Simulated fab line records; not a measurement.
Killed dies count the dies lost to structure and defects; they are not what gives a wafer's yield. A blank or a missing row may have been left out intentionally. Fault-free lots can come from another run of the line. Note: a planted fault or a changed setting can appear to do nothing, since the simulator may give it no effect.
Matching of chambers :: flow n5Finfet :: N5_BEOL_M3_ETCH_77 on rieDiel-02: 4 sister chambers
The step etches underlayer in N2/H2, target depth 6.5 nm, time 5.2 s. 4 wafers are shown with their chamber, then 11 later ones without.

EACH WAFER AND ITS CHAMBER
wafer: L084.4
chamber: 3
showerheadPlenumPTorr (Torr): 2.43

wafer: L086.4
chamber: 0
showerheadPlenumPTorr (Torr): 2.59

wafer: L086.6
chamber: 1
showerheadPlenumPTorr (Torr): 2.43

wafer: L093.1
chamber: 2
showerheadPlenumPTorr (Torr): 2.46

WAFERS MISSING THEIR CHAMBER
wafer: L093.3
showerheadPlenumPTorr (Torr): 2.42

wafer: L093.5
showerheadPlenumPTorr (Torr): 2.42

wafer: L095.1
showerheadPlenumPTorr (Torr): 2.46

wafer: L095.2
showerheadPlenumPTorr (Torr): 2.42

wafer: L095.4
showerheadPlenumPTorr (Torr): 2.42

wafer: L094.1
showerheadPlenumPTorr (Torr): 2.46

wafer: L094.4
showerheadPlenumPTorr (Torr): 2.58

wafer: L094.5
showerheadPlenumPTorr (Torr): 2.46

wafer: L097.4
showerheadPlenumPTorr (Torr): 2.46

wafer: L097.5
showerheadPlenumPTorr (Torr): 2.58

wafer: L097.6
showerheadPlenumPTorr (Torr): 2.42

WHICH CHAMBER EACH WENT THROUGH
wafer: L093.3
from the rows above: can't be placed: 1 or 3
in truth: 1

wafer: L093.5
from the rows above: can't be placed: 1 or 3
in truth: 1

wafer: L095.1
from the rows above: 2
in truth: 2

wafer: L095.2
from the rows above: can't be placed: 1 or 3
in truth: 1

wafer: L095.4
from the rows above: can't be placed: 1 or 3
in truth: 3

wafer: L094.1
from the rows above: 2
in truth: 2

wafer: L094.4
from the rows above: 0
in truth: 0

wafer: L094.5
from the rows above: 2
in truth: 2

wafer: L097.4
from the rows above: 2
in truth: 2

wafer: L097.5
from the rows above: 0
in truth: 0

wafer: L097.6
from the rows above: can't be placed: 1 or 3
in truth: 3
Correctly placed: 6 of 11. From these rows, 5 cannot be placed; in 5 the true chamber is one of the candidates. Wrongly placed: 0.
How it was worked out, from the rows above alone: a wafer's distance from a chamber is the root of the sum, over the readings, of the square of ((its reading less the chamber's mean) divided by the reading's scatter). The wafer belongs to the nearest chamber; if the next one is less than 2 further off, it can't be placed. For every chamber, the mean is computed from those of its wafers that are shown. The scatter: root of mean squared gap, hidden wafer to nearest shown wafer, with one shown wafer a chamber.
